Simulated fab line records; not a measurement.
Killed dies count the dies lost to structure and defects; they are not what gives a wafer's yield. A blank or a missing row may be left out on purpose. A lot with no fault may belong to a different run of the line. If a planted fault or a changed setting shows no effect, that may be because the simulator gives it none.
A lot that was struck, set against a sound lot + flow nand harc + 15 out of 1302 route steps
Sound: wafers L862.1, L862.2, L862.4. Struck: wafers L875.2, L875.6 (left out: L875.5, a lot-mate that was not struck); the cause follows at the end.
Per side, at each step with rows, come the tool, then ch with its chambers, and then its first start. Under that, the readings that differ: sound wafers + struck wafers + difference of the means + sigmas: that difference in standard deviations of wafers without a fault.
alike: same words and numbers on both sides, and readings whose means sit less than 2 such deviations apart. not compared: any withheld reading, any reading some wafer has no value for, any bound like >300 that may hide the same value, and any number with overlapping values for which the record gives no deviation.
Wherever a step has rows on one side only, a row that says differs or no value, or a row with sigmas, the two part there. Non-overlapping numbers with no deviation appear without sigmas and do not part them. A reading that every wafer of one side lacks parts them only if that side has two wafers or more.

first, 8 steps without rows for these wafers: NHARC_A_CONTACT_COAT_34 (time 75 s); NHARC_A_CONTACT_COAT_35 (time 65 s); NHARC_A_CONTACT_COAT_36 (resist thk 90 nm); NHARC_A_CONTACT_SOFTBAKE_37 (time 55 s); NHARC_A_CONTACT_EBR_38; NHARC_A_CONTACT_EXPOSE_39 (exposes mask A CC 3); NHARC_A_CONTACT_PEB_40 (peb time 65 s); NHARC_A_CONTACT_DEVELOP_41 (develop time 35 s).
NHARC_A_CONTACT_CD_MEAS_42: target cd 300 nm.
  sound on cd sem-01 ch 0, day 23 13:25; struck on cd sem-02 ch 0, day 28 09:00
  alike: cd nm
NHARC_A_CONTACT_OVL_MEAS_43:
  sound: overlay-01 at day 23 13:30; struck: overlay-01 at day 28 09:05
  alike: overlay x nm, overlay y nm
NHARC_A_CONTACT_INSPECT_44:
  sound: defect inspect-02 at day 23 13:32; struck: defect inspect-02 at day 28 09:07
  alike: raw defect count
NHARC_A_CONTACT_DESCUM_47: chemistry O2, time 3 s.
  sound on rie diel-03 ch 0,1,2, day 23 13:40; struck on rie diel-03 ch 0, day 28 09:11
  alike: drypump motor current A, oes product au, rf vpp V, showerhead plenum p Torr, throttle valve pct
  not compared: rf hours counter h
NHARC_A_CONTACT_ETCH_48: etches the open film in CF4, target depth 39 nm, time 65 s.
  sound on rie diel-03 ch 0,2,3, day 23 13:46; struck on rie diel-03 ch 2,3, day 28 09:17
| reading          | sound          | struck    | difference | sigmas |
|------------------|----------------|-----------|------------|--------|
| run length s (s) | 86.5 85.8 86.2 | 96.5 97.6 | +10.9      | +22    |
  alike: cf4 flow sccm, drypump motor current A, oes product au, rf vpp V, showerhead plenum p Torr, throttle valve pct
  not compared: rf hours counter h
NHARC_A_CONTACT_ETCH_49: etches the open film in N2/H2, target depth 260 nm, time 475.3 s.
  sound: rie diel-03 ch 1,2,3; struck: rie diel-03 ch 1,2
  alike: drypump motor current A, n2 flow sccm, oes product au, rf vpp V, run length s, showerhead plenum p Torr, throttle valve pct
  not compared: rf hours counter h
-- break in the record here, with 3 days between the starts of the struck wafers on either side (left off in module A_CONTACT, picked up again in module END, where the first step shown is number 1302 on the route) --
NHARC_END_SORT_01:
  at this point the record logs the struck wafers (prober-02 ch 0, day 31 12:12) and has no rows for the sound ones

== WHERE THEY PART ==
Last at NHARC_END_SORT_01 as far as this record goes, first at NHARC_A_CONTACT_ETCH_48.

WHY: whatever the simulator had introduced
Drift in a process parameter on rie diel-03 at NHARC_A_CONTACT_ETCH_48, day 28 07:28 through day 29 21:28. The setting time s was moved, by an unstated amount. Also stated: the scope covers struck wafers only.
